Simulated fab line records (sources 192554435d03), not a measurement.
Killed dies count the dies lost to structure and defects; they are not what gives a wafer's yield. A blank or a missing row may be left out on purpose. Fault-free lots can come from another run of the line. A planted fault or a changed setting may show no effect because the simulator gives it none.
Comparing a struck lot with a sound one ; flow n5-finfet ; 24 out of 1938 route steps
Sound: the wafers L930.1, L930.4, L930.5. Wafers L944.2, L944.4, L944.6 were the ones struck. At the end, the cause is stated.
Each step with rows lists, per side, the tool, then ch with its chambers, then its first start. Under that, the readings that differ: sound wafers ; struck wafers ; difference of the means ; sigmas: that difference in standard deviations of wafers without a fault.
alike: readings with means less than 2 such deviations apart, plus words and numbers identical on both sides. not compared: withheld readings, readings lacking a value on some wafer, bounds such as >300 that could conceal the same value, and numbers that have no deviation in the record and whose values overlap.
Wherever a step has rows on one side only, a row that says differs or no value, or a row with sigmas, the two part there. Numbers that don't overlap but have no deviation are shown without sigmas and don't part them. A reading missing from all wafers of one side parts the sides only when that side holds two or more wafers.

first, 9 steps without rows for these wafers: N5_BEOL_M14_SOFTBAKE_05 (time 60 s); N5_BEOL_M14_EXPOSE_07 (exposes mask V13); N5_BEOL_M14_PEB_08 (peb time 90 s); N5_BEOL_M14_DEVELOP_09 (develop time 45 s); N5_BEOL_M14_HARDBAKE_14 (time 120 s); N5_BEOL_M14_DESCUM_15 (chemistry O2, time 7.9 s); N5_BEOL_M14_ETCH_59 (etches BARC in N2/H2, target depth 89 nm, overetch 26.7 nm, time 67.9 s); N5_BEOL_M14_VIA_ETCH_16 (etches SiO2 in C4F8/O2/Ar, target depth 1231.3 nm); N5_BEOL_M14_STRIP_63 (strips in O2).
N5_BEOL_M14_STRIP_64: strips in O2.
  sound on rie-diel-01 ch 1,3, day 11 21:00; struck on rie-diel-01 ch 0,1,3, day 14 23:00
  alike: chamber-pressure-mTorr, drypump-motor-current-A, oes-product-au, rf-vpp-V, showerhead-plenum-p-Torr, throttle-valve-pct
  not compared: rf-hours-counter-h
then, 11 steps without rows for these wafers: N5_BEOL_M14_STRIP_71 (strips in post etch residue remover, time 60 s); N5_BEOL_M14_SRD_72 (time 30 s, dry time 30 s); N5_BEOL_M14_COAT_65 (time 60 s, resist thk 450 nm); N5_BEOL_M14_COAT_66 (time 60 s, resist thk 110 nm); N5_BEOL_M14_COAT_22 (resist thk 300 nm); N5_BEOL_M14_EBR_24; N5_BEOL_M14_SOFTBAKE_23 (time 60 s); N5_BEOL_M14_EXPOSE_25 (exposes mask M14, target cd 280 nm); N5_BEOL_M14_PEB_26 (peb time 90 s); N5_BEOL_M14_DEVELOP_27 (develop time 45 s); N5_BEOL_M14_HARDBAKE_32 (time 120 s).
N5_BEOL_M14_INSPECT_30: inspects for defects (macro).
  struck on defect-inspect-01, day 15 00:27; sound on defect-inspect-01, day 11 21:47
reading;sound;struck;difference;sigmas
raw-defect-count;4 0 1;>300 >300 >300;differs;
then, 1 step without rows for these wafers: N5_BEOL_M14_DESCUM_33 (chemistry O2, time 7.9 s).
N5_PASSIVATION_PROBE_49:
  record: rows for the struck wafers here (prober-01, day 16 07:09), none for the sound ones

## WHERE THEY PART
First at N5_BEOL_M14_INSPECT_30; last, within this record, at N5_PASSIVATION_PROBE_49.

WHY: whatever the simulator had introduced
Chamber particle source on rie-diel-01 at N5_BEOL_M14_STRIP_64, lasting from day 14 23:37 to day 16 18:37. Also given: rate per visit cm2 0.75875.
